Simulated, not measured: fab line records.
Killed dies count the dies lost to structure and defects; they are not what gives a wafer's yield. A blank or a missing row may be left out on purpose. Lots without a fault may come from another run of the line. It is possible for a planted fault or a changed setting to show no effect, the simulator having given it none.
Chamber matching + flow nand-harc + cmp-04 running NHARC_P_CONTACT_CMP_24: 4 sister chambers
The step polishes, t overpolish 30 s, target thk 200 nm. 4 wafers are shown with their chamber, then 11 later ones without.

== WAFERS PAIRED WITH THEIR CHAMBERS ==
| wafer  | chamber | time-to-endpoint-s (s) |
|--------|---------|------------------------|
| L088.1 | 2       | 46                     |
| L090.2 | 0       | 43                     |
| L090.3 | 1       | 47                     |
| L091.3 | 3       | 36                     |

== WAFERS WHOSE CHAMBER IS MISSING ==
| wafer  | time-to-endpoint-s (s) |
|--------|------------------------|
| L091.4 | 47                     |
| L091.5 | 36                     |
| L092.1 | 39                     |
| L092.2 | 33                     |
| L092.5 | 38                     |
| L095.2 | 45                     |
| L095.4 | 35                     |
| L095.5 | 46                     |
| L096.2 | 35                     |
| L096.3 | 45                     |
| L096.4 | 46                     |

== WHICH CHAMBER EACH ONE RAN IN ==
| wafer  | from the rows above          | in truth |
|--------|------------------------------|----------|
| L091.4 | can't be placed: 1 or 2      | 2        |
| L091.5 | 3                            | 3        |
| L092.1 | can't be placed: 3 or 0      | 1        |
| L092.2 | 3                            | 3        |
| L092.5 | can't be placed: 3 or 0      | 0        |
| L095.2 | can't be placed: 2 or 0 or 1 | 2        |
| L095.4 | 3                            | 3        |
| L095.5 | can't be placed: 2 or 1 or 0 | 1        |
| L096.2 | 3                            | 3        |
| L096.3 | can't be placed: 2 or 0 or 1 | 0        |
| L096.4 | can't be placed: 2 or 1 or 0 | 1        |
Placed correctly: 4 of 11. Not placeable from these rows: 7 (in 6, the candidates include the true chamber). 0 placed wrongly.
How it was worked out, from the rows above alone: a wafer's distance from a chamber is the root of the sum, over the readings, of the square of ((its reading less the chamber's mean) divided by the reading's scatter). If the next closest chamber is less than 2 further off than the closest, the wafer can't be placed; otherwise it belongs to the closest. The mean given for a chamber averages the wafers shown for that chamber. The scatter: root of mean squared gap, hidden wafer to nearest shown wafer, with one shown wafer a chamber.
